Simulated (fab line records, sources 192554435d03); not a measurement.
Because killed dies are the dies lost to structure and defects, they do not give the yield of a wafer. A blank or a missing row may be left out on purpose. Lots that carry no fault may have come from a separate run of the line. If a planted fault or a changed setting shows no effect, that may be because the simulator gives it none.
Matching of chambers :: flow n5_finfet :: N5_BEOL_M5_DESCUM_16 on rie_diel-02: 4 sister chambers
The step chemistry O2, time 7 s. 4 wafers are shown with their chamber, then 6 later ones without.

EACH WAFER AND ITS CHAMBER
wafer: L196.6
chamber: 0
showerhead_plenum_p_Torr (Torr): 2.02

wafer: L199.2
chamber: 1
showerhead_plenum_p_Torr (Torr): 2.20

wafer: L199.4
chamber: 2
showerhead_plenum_p_Torr (Torr): 2.09

wafer: L199.5
chamber: 3
showerhead_plenum_p_Torr (Torr): 1.95

WAFERS MISSING THEIR CHAMBER
wafer: L202.1
showerhead_plenum_p_Torr (Torr): 2.02

wafer: L202.2
showerhead_plenum_p_Torr (Torr): 2.08

wafer: L202.4
showerhead_plenum_p_Torr (Torr): 1.95

wafer: L213.2
showerhead_plenum_p_Torr (Torr): 2.08

wafer: L213.3
showerhead_plenum_p_Torr (Torr): 2.19

wafer: L213.4
showerhead_plenum_p_Torr (Torr): 1.94

CHAMBER TAKEN BY EACH
wafer: L202.1
from the rows above: 0
in truth: 0

wafer: L202.2
from the rows above: 2
in truth: 2

wafer: L202.4
from the rows above: 3
in truth: 3

wafer: L213.2
from the rows above: 2
in truth: 2

wafer: L213.3
from the rows above: 1
in truth: 1

wafer: L213.4
from the rows above: 3
in truth: 3
Placed correctly: 6 of 6. Left unplaced by these rows: 0. 0 placed wrongly.
How it was worked out, from the rows above alone: a wafer's distance from a chamber is the root of the sum, over the readings, of the square of ((its reading less the chamber's mean) divided by the reading's scatter). If the next closest chamber is less than 2 further off than the closest, the wafer can't be placed; otherwise it belongs to the closest. The mean given for a chamber averages the wafers shown for that chamber. The scatter: with one shown wafer a chamber, the root of the mean of the squares of how far each hidden wafer lies from its nearest shown one.
